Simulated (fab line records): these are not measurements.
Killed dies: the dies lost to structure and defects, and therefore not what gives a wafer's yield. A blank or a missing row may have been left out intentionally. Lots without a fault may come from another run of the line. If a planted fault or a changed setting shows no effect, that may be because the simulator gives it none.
Which of the tools did it? || flow n5_finfet || 33 wafers sampled from 11 lots at 1 step of a route of 1938

== WHAT THE GAUGES SHOWED, per wafer ==
N5_BEOL_M14_CD_MEAS_28 targets a cd of 284.4 nm.
{"lot": "L075", "measured": "day 12 01:14", "on": "cd_sem-03", "cd_nm (nm)": "282.8 284.6 283.2"}
{"lot": "L078", "measured": "day 13 02:14", "on": "cd_sem-03", "cd_nm (nm)": "283.1 283.7 284.6"}
{"lot": "L081", "measured": "day 13 15:41", "on": "cd_sem-02", "cd_nm (nm)": "282.0 285.5 285.0"}
{"lot": "L083", "measured": "day 13 22:01", "on": "cd_sem-01", "cd_nm (nm)": "284.7 285.2 284.5"}
{"lot": "L082", "measured": "day 14 07:10", "on": "cd_sem-03", "cd_nm (nm)": "282.8 282.7 283.9"}
{"lot": "L085", "measured": "day 14 20:23", "on": "cd_sem-01", "cd_nm (nm)": "284.8 284.7 287.4"}
{"lot": "L087", "measured": "day 15 14:21", "on": "cd_sem-03", "cd_nm (nm)": "286.7 286.5 287.5"}
{"lot": "L090", "measured": "day 16 01:54", "on": "cd_sem-03", "cd_nm (nm)": "283.4 283.3 284.8"}
{"lot": "L093", "measured": "day 17 02:16", "on": "cd_sem-03", "cd_nm (nm)": "283.2 284.8 285.6"}
{"lot": "L094", "measured": "day 17 08:56", "on": "cd_sem-03", "cd_nm (nm)": "284.0 284.4 284.3"}
{"lot": "L097", "measured": "day 18 09:37", "on": "cd_sem-03", "cd_nm (nm)": "286.3 287.5 285.7"}

== TOOL THAT RAN EACH LOT (tool first, then ch and the chambers of the sampled wafers, then the start) ==
Before these readings, the record contains no process step.

== THE ANSWER, worked out from the rows above alone ==
Rule: what is usual is taken from the lots themselves. The widest of any qualifying gaps counts: lots, ordered by their means at a reading, are off when they make up no more than a third of the lots, leave a main group of 4 or more, and stand apart from it by 3 or more times the standard deviation of that group's means. A main group is skipped when, at the precision printed for the reading in the tables above, its means are all equal. A lot without any number at a reading at which 4 lots or more have one is off too. Any other lot the step has rows for is counted as sound.
Nothing can be told from this: no lot is off at any reading shown.

== WHAT THE SIMULATOR PUT IN ==
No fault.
